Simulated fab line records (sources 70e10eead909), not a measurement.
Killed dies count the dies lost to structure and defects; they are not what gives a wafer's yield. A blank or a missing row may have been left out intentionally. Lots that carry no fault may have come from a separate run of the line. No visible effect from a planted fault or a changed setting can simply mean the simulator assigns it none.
The tool behind it: which one? / flow nandHarc / 40 wafers from 14 lots sampled at 5 of the route's 1302 steps

## WHAT EACH GAUGE READ, for each wafer
NHARC_A_ONON_D2_THK_MEAS_02: measures by ellipsometry. Usual: thkNm at 999 nm, with a standard deviation of 10.
lot=L711; measured=day 12 21:59; on=filmMetro-02; thkNm (nm)=1011 1011 1012; flag=
lot=L715; measured=day 14 09:56; on=filmMetro-01; thkNm (nm)=992 994 991; flag=
lot=L718; measured=day 15 13:58; on=filmMetro-01; thkNm (nm)=1001 1002 1002; flag=
lot=L717; measured=day 15 13:58; on=filmMetro-02; thkNm (nm)=996 995 994; flag=
lot=L719; measured=day 16 13:12; on=filmMetro-02; thkNm (nm)=989 988 990; flag=
lot=L720; measured=day 16 12:58; on=filmMetro-02; thkNm (nm)=998 999 999; flag=
lot=L722; measured=day 18 02:37; on=filmMetro-01; thkNm (nm)=999 997 998; flag=
lot=L723; measured=day 18 03:59; on=filmMetro-01; thkNm (nm)=994 994 992; flag=
lot=L725; measured=day 18 13:47; on=filmMetro-02; thkNm (nm)=1016 1017 1014; flag=
lot=L728; measured=day 20 00:28; on=filmMetro-02; thkNm (nm)=668 668; flag=OFF
lot=L730; measured=day 20 07:40; on=filmMetro-02; thkNm (nm)=977 979 647 980 982 646; flag=OFF
lot=L731; measured=day 21 12:58; on=filmMetro-01; thkNm (nm)=996 994 995; flag=
lot=L732; measured=day 22 02:49; on=filmMetro-01; thkNm (nm)=1000 1000 997; flag=
lot=L733; measured=day 22 02:49; on=filmMetro-02; thkNm (nm)=990 989 990; flag=

## EACH LOT AND THE TOOL THAT RAN IT (in order: tool; ch and the chambers of the sampled wafers; start)
lot=L711; NHARC_A_CHANNEL_HOLE_D1_ETCH_16=rieDiel-12 ch 0,1,2, day 10 12:00 or earlier; NHARC_A_CHANNEL_FILL_D1_ETCHBACK_20=rieDiel-05 ch 0,3, day 10 12:00; NHARC_A_DECK1_JOINT_CMP_02=cmp-04 ch 1,2, day 12 20:43; NHARC_A_ONON_D2_DEP_00=pecvdOnon-02 ch 0, day 12 21:32
lot=L715; NHARC_A_CHANNEL_HOLE_D1_ETCH_16=rieDiel-12 ch 0,2,3, day 11 19:55 or earlier; NHARC_A_CHANNEL_FILL_D1_ETCHBACK_20=rieDiel-09 ch 2,3, day 11 19:55; NHARC_A_DECK1_JOINT_CMP_02=cmp-03 ch 0,1,2, day 14 08:42; NHARC_A_ONON_D2_DEP_00=pecvdOnon-01 ch 0, day 14 09:25
lot=L718; NHARC_A_CHANNEL_HOLE_D1_ETCH_16=rieDiel-01 ch 2,3, day 13 04:43 or earlier; NHARC_A_CHANNEL_FILL_D1_ETCHBACK_20=rieDiel-09 ch 2,3, day 13 04:43; NHARC_A_DECK1_JOINT_CMP_02=cmp-03 ch 1,2, day 15 12:41; NHARC_A_ONON_D2_DEP_00=pecvdOnon-01 ch 0, day 15 13:28
lot=L717; NHARC_A_CHANNEL_HOLE_D1_ETCH_16=rieDiel-04 ch 0,1,2, day 13 04:40 or earlier; NHARC_A_CHANNEL_FILL_D1_ETCHBACK_20=rieDiel-05 ch 0,3, day 13 04:40; NHARC_A_DECK1_JOINT_CMP_02=cmp-04 ch 1,2, day 15 12:41; NHARC_A_ONON_D2_DEP_00=pecvdOnon-02 ch 0, day 15 13:28
lot=L719; NHARC_A_CHANNEL_HOLE_D1_ETCH_16=rieDiel-12 ch 0,1, day 14 00:58 or earlier; NHARC_A_CHANNEL_FILL_D1_ETCHBACK_20=rieDiel-07 ch 0,1,3, day 14 00:58; NHARC_A_DECK1_JOINT_CMP_02=cmp-03 ch 0,2,3, day 16 11:45; NHARC_A_ONON_D2_DEP_00=pecvdOnon-03 ch 0, day 16 12:41
lot=L720; NHARC_A_CHANNEL_HOLE_D1_ETCH_16=rieDiel-12 ch 0,1,3, day 14 00:57 or earlier; NHARC_A_CHANNEL_FILL_D1_ETCHBACK_20=rieDiel-09 ch 0,2,3, day 14 00:57; NHARC_A_DECK1_JOINT_CMP_02=cmp-04 ch 1,2,3, day 16 11:40; NHARC_A_ONON_D2_DEP_00=pecvdOnon-01 ch 0, day 16 12:26
lot=L722; NHARC_A_CHANNEL_HOLE_D1_ETCH_16=rieDiel-12 ch 0,1,3, day 15 09:04 or earlier; NHARC_A_CHANNEL_FILL_D1_ETCHBACK_20=rieDiel-09 ch 0,1,3, day 15 09:04; NHARC_A_DECK1_JOINT_CMP_02=cmp-01 ch 2,3, day 18 01:18; NHARC_A_ONON_D2_DEP_00=pecvdOnon-01 ch 0, day 18 02:10
lot=L723; NHARC_A_CHANNEL_HOLE_D1_ETCH_16=rieDiel-04 ch 1,2,3, day 15 17:37 or earlier; NHARC_A_CHANNEL_FILL_D1_ETCHBACK_20=rieDiel-07 ch 0,2,3, day 15 17:37; NHARC_A_DECK1_JOINT_CMP_02=cmp-04 ch 1,2,3, day 18 02:37; NHARC_A_ONON_D2_DEP_00=pecvdOnon-02 ch 0, day 18 03:28
lot=L725; NHARC_A_CHANNEL_HOLE_D1_ETCH_16=rieDiel-12 ch 0,1,2, day 16 05:04 or earlier; NHARC_A_CHANNEL_FILL_D1_ETCHBACK_20=rieDiel-09 ch 0,1,2, day 16 05:04; NHARC_A_DECK1_JOINT_CMP_02=cmp-04 ch 1,2,3, day 18 12:29; NHARC_A_ONON_D2_DEP_00=pecvdOnon-03 ch 0, day 18 13:16
lot=L728; NHARC_A_CHANNEL_HOLE_D1_ETCH_16=rieDiel-12 ch 3, day 17 13:38 or earlier; NHARC_A_CHANNEL_FILL_D1_ETCHBACK_20=rieDiel-09 ch 0, day 17 13:38; NHARC_A_DECK1_JOINT_CMP_02=cmp-01 ch 1, day 19 23:14; NHARC_A_ONON_D2_DEP_00=pecvdOnon-02 ch 0, day 19 23:57
lot=L730; NHARC_A_CHANNEL_HOLE_D1_ETCH_16=rieDiel-12 ch 0,1,2, day 17 22:38 or earlier; NHARC_A_CHANNEL_FILL_D1_ETCHBACK_20=rieDiel-07 ch 1,2,3, day 17 22:38; NHARC_A_DECK1_JOINT_CMP_02=cmp-03 ch 1,3, day 20 06:25; NHARC_A_ONON_D2_DEP_00=pecvdOnon-02 ch 0, day 20 07:13
lot=L731; NHARC_A_CHANNEL_HOLE_D1_ETCH_16=rieDiel-12 ch 0,1,3, day 19 03:02 or earlier; NHARC_A_CHANNEL_FILL_D1_ETCHBACK_20=rieDiel-09 ch 0,1,2, day 19 03:02; NHARC_A_DECK1_JOINT_CMP_02=cmp-03 ch 0,2,3, day 21 11:41; NHARC_A_ONON_D2_DEP_00=pecvdOnon-01 ch 0, day 21 12:26
lot=L732; NHARC_A_CHANNEL_HOLE_D1_ETCH_16=rieDiel-12 ch 0,1,3, day 19 09:11 or earlier; NHARC_A_CHANNEL_FILL_D1_ETCHBACK_20=rieDiel-09 ch 1,2,3, day 19 09:11; NHARC_A_DECK1_JOINT_CMP_02=cmp-03 ch 0,1,3, day 22 01:32; NHARC_A_ONON_D2_DEP_00=pecvdOnon-03 ch 0, day 22 02:19
lot=L733; NHARC_A_CHANNEL_HOLE_D1_ETCH_16=rieDiel-12 ch 1,3, day 19 09:11 or earlier; NHARC_A_CHANNEL_FILL_D1_ETCHBACK_20=rieDiel-07 ch 0,1,3, day 19 09:11; NHARC_A_DECK1_JOINT_CMP_02=cmp-01 ch 0,1,3, day 22 01:32; NHARC_A_ONON_D2_DEP_00=pecvdOnon-01 ch 0, day 22 02:22
- NHARC_A_CHANNEL_HOLE_D1_ETCH_16: etches the open film in O2/COS, target depth 3100 nm, time 806 s.
- NHARC_A_CHANNEL_FILL_D1_ETCHBACK_20: etches the open film in C4F8/O2/Ar, target depth 27 nm, time 13.5 s.
- NHARC_A_DECK1_JOINT_CMP_02: polishes SiOx.
- NHARC_A_ONON_D2_DEP_00: target thk 1000 nm.

## AS READ BY THE TOOLS THEMSELVES (means over the sampled wafers that have a number; for cases with no such wafer, the mark the record gives instead)
NHARC_A_CHANNEL_HOLE_D1_ETCH_16. Usual: chamberPressureMTorr is 20.001 mTorr with standard deviation 0.017, cosFlowSccm is 20.00 sccm with standard deviation 0.055, drypumpMotorCurrentA is 5.65 A with standard deviation 0.27, oesProductAu is 1.002 a.u. with standard deviation 0.0097, rfVppV is 313.9 V with standard deviation 2.2, showerheadPlenumPTorr is 3.11 Torr with standard deviation 0.14, and throttleValvePct is 28.330 % with standard deviation 0.0089.
lot=L711; tool=rieDiel-12; chamberPressureMTorr (mTorr)=19.999; cosFlowSccm (sccm)=19.98; drypumpMotorCurrentA (A)=5.61; oesProductAu (a.u.)=0.992; rfVppV (V)=313.8; showerheadPlenumPTorr (Torr)=3.07; throttleValvePct (%)=28.335; flag=
lot=L715; tool=rieDiel-12; chamberPressureMTorr (mTorr)=20.008; cosFlowSccm (sccm)=20.02; drypumpMotorCurrentA (A)=5.64; oesProductAu (a.u.)=1.000; rfVppV (V)=316.0; showerheadPlenumPTorr (Torr)=3.19; throttleValvePct (%)=28.330; flag=
lot=L718; tool=rieDiel-01; chamberPressureMTorr (mTorr)=19.986; cosFlowSccm (sccm)=20.03; drypumpMotorCurrentA (A)=5.46; oesProductAu (a.u.)=0.992; rfVppV (V)=311.3; showerheadPlenumPTorr (Torr)=2.97; throttleValvePct (%)=28.331; flag=
lot=L717; tool=rieDiel-04; chamberPressureMTorr (mTorr)=19.984; cosFlowSccm (sccm)=19.94; drypumpMotorCurrentA (A)=5.59; oesProductAu (a.u.)=1.009; rfVppV (V)=316.2; showerheadPlenumPTorr (Torr)=3.15; throttleValvePct (%)=28.335; flag=
lot=L719; tool=rieDiel-12; chamberPressureMTorr (mTorr)=20.012; cosFlowSccm (sccm)=20.03; drypumpMotorCurrentA (A)=5.53; oesProductAu (a.u.)=1.004; rfVppV (V)=314.1; showerheadPlenumPTorr (Torr)=3.14; throttleValvePct (%)=28.322; flag=
lot=L720; tool=rieDiel-12; chamberPressureMTorr (mTorr)=20.000; cosFlowSccm (sccm)=19.92; drypumpMotorCurrentA (A)=5.65; oesProductAu (a.u.)=1.010; rfVppV (V)=314.2; showerheadPlenumPTorr (Torr)=3.14; throttleValvePct (%)=28.331; flag=
lot=L722; tool=rieDiel-12; chamberPressureMTorr (mTorr)=20.014; cosFlowSccm (sccm)=20.00; drypumpMotorCurrentA (A)=5.66; oesProductAu (a.u.)=1.002; rfVppV (V)=314.6; showerheadPlenumPTorr (Torr)=3.14; throttleValvePct (%)=28.334; flag=
lot=L723; tool=rieDiel-04; chamberPressureMTorr (mTorr)=20.003; cosFlowSccm (sccm)=20.04; drypumpMotorCurrentA (A)=5.68; oesProductAu (a.u.)=0.996; rfVppV (V)=313.6; showerheadPlenumPTorr (Torr)=3.10; throttleValvePct (%)=28.324; flag=
lot=L725; tool=rieDiel-12; chamberPressureMTorr (mTorr)=20.004; cosFlowSccm (sccm)=20.01; drypumpMotorCurrentA (A)=5.56; oesProductAu (a.u.)=1.002; rfVppV (V)=313.1; showerheadPlenumPTorr (Torr)=3.06; throttleValvePct (%)=28.327; flag=
lot=L728; tool=rieDiel-12; chamberPressureMTorr (mTorr)=19.991; cosFlowSccm (sccm)=19.91; drypumpMotorCurrentA (A)=5.83; oesProductAu (a.u.)=1.003; rfVppV (V)=315.1; showerheadPlenumPTorr (Torr)=3.26; throttleValvePct (%)=28.335; flag=
lot=L730; tool=rieDiel-12; chamberPressureMTorr (mTorr)=20.000; cosFlowSccm (sccm)=19.98; drypumpMotorCurrentA (A)=5.58; oesProductAu (a.u.)=1.010; rfVppV (V)=313.2; showerheadPlenumPTorr (Torr)=3.06; throttleValvePct (%)=28.328; flag=
lot=L731; tool=rieDiel-12; chamberPressureMTorr (mTorr)=20.000; cosFlowSccm (sccm)=20.02; drypumpMotorCurrentA (A)=5.66; oesProductAu (a.u.)=1.002; rfVppV (V)=315.1; showerheadPlenumPTorr (Torr)=3.14; throttleValvePct (%)=28.331; flag=
lot=L732; tool=rieDiel-12; chamberPressureMTorr (mTorr)=19.997; cosFlowSccm (sccm)=20.05; drypumpMotorCurrentA (A)=5.65; oesProductAu (a.u.)=1.012; rfVppV (V)=314.4; showerheadPlenumPTorr (Torr)=3.14; throttleValvePct (%)=28.329; flag=
lot=L733; tool=rieDiel-12; chamberPressureMTorr (mTorr)=19.996; cosFlowSccm (sccm)=19.99; drypumpMotorCurrentA (A)=5.76; oesProductAu (a.u.)=1.007; rfVppV (V)=312.9; showerheadPlenumPTorr (Torr)=3.02; throttleValvePct (%)=28.333; flag=

NHARC_A_CHANNEL_FILL_D1_ETCHBACK_20. Usual: chamberPressureMTorr 25.001 mTorr, standard deviation 0.023; oesProductAu 0.96 a.u., standard deviation 0.036; rfVppV 976 V, standard deviation 4.4.
lot=L711; tool=rieDiel-05; chamberPressureMTorr (mTorr)=25.017; oesProductAu (a.u.)=0.91; rfVppV (V)=980; flag=
lot=L715; tool=rieDiel-09; chamberPressureMTorr (mTorr)=24.987; oesProductAu (a.u.)=0.93; rfVppV (V)=975; flag=
lot=L718; tool=rieDiel-09; chamberPressureMTorr (mTorr)=24.999; oesProductAu (a.u.)=0.93; rfVppV (V)=974; flag=
lot=L717; tool=rieDiel-05; chamberPressureMTorr (mTorr)=25.008; oesProductAu (a.u.)=0.95; rfVppV (V)=980; flag=
lot=L719; tool=rieDiel-07; chamberPressureMTorr (mTorr)=25.015; oesProductAu (a.u.)=1.00; rfVppV (V)=976; flag=
lot=L720; tool=rieDiel-09; chamberPressureMTorr (mTorr)=25.021; oesProductAu (a.u.)=0.92; rfVppV (V)=974; flag=
lot=L722; tool=rieDiel-09; chamberPressureMTorr (mTorr)=24.995; oesProductAu (a.u.)=1.00; rfVppV (V)=974; flag=
lot=L723; tool=rieDiel-07; chamberPressureMTorr (mTorr)=24.987; oesProductAu (a.u.)=0.92; rfVppV (V)=979; flag=
lot=L725; tool=rieDiel-09; chamberPressureMTorr (mTorr)=24.997; oesProductAu (a.u.)=1.00; rfVppV (V)=972; flag=
lot=L728; tool=rieDiel-09; chamberPressureMTorr (mTorr)=25.006; oesProductAu (a.u.)=1.01; rfVppV (V)=973; flag=
lot=L730; tool=rieDiel-07; chamberPressureMTorr (mTorr)=24.997; oesProductAu (a.u.)=0.99; rfVppV (V)=976; flag=
lot=L731; tool=rieDiel-09; chamberPressureMTorr (mTorr)=25.006; oesProductAu (a.u.)=0.93; rfVppV (V)=971; flag=
lot=L732; tool=rieDiel-09; chamberPressureMTorr (mTorr)=25.000; oesProductAu (a.u.)=0.93; rfVppV (V)=972; flag=
lot=L733; tool=rieDiel-07; chamberPressureMTorr (mTorr)=25.032; oesProductAu (a.u.)=0.99; rfVppV (V)=976; flag=

NHARC_A_DECK1_JOINT_CMP_02. Usual: motorCurrentA at 12.1 A, with a standard deviation of 1.4.
lot=L711; tool=cmp-04; motorCurrentA (A)=11.9; flag=
lot=L715; tool=cmp-03; motorCurrentA (A)=13.1; flag=
lot=L718; tool=cmp-03; motorCurrentA (A)=12.0; flag=
lot=L717; tool=cmp-04; motorCurrentA (A)=11.8; flag=
lot=L719; tool=cmp-03; motorCurrentA (A)=13.2; flag=
lot=L720; tool=cmp-04; motorCurrentA (A)=12.1; flag=
lot=L722; tool=cmp-01; motorCurrentA (A)=11.2; flag=
lot=L723; tool=cmp-04; motorCurrentA (A)=12.0; flag=
lot=L725; tool=cmp-04; motorCurrentA (A)=11.8; flag=
lot=L728; tool=cmp-01; motorCurrentA (A)=13.2; flag=
lot=L730; tool=cmp-03; motorCurrentA (A)=11.9; flag=
lot=L731; tool=cmp-03; motorCurrentA (A)=13.6; flag=
lot=L732; tool=cmp-03; motorCurrentA (A)=13.3; flag=
lot=L733; tool=cmp-01; motorCurrentA (A)=12.7; flag=

## THE ANSWER, worked out from the rows above alone
Rule: lot off if the mean of its wafers having a number is beyond 3 standard deviations from the usual mean. Also off: a lot with no number at a reading for which 4 or more lots have one. Any other lot the step has rows for is counted as sound. Order of review: gauges by route order, followed by the tools' own readings, for which a lot's mean as printed above is used. The first step at which some lot is off is used, and at that step the reading that is off furthest; a lot without a number counts as furthest.
Off: L728, L730, at NHARC_A_ONON_D2_THK_MEAS_02 (thkNm).
A tool fits if, at a process step before that reading, it ran every lot that is off, and no sound lot after the first of them. Those tools and the gauges at NHARC_A_ONON_D2_THK_MEAS_02 are tried in the same way. Because NHARC_A_CHANNEL_HOLE_D1_ETCH_16 lacks a start for some lots, the hours and order of its lots are taken from NHARC_A_CHANNEL_FILL_D1_ETCHBACK_20. One fits: pecvdOnon-02 at NHARC_A_ONON_D2_DEP_00. A fault onset in the window from L723 (day 18 03:28, its last sound lot) to L728 (day 19 23:57, its first lot off) fits.

## WHAT HAD BEEN PUT IN BY THE SIMULATOR
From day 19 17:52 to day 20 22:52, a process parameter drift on pecvdOnon-02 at NHARC_A_ONON_D2_DEP_00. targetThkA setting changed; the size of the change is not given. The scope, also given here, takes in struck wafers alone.
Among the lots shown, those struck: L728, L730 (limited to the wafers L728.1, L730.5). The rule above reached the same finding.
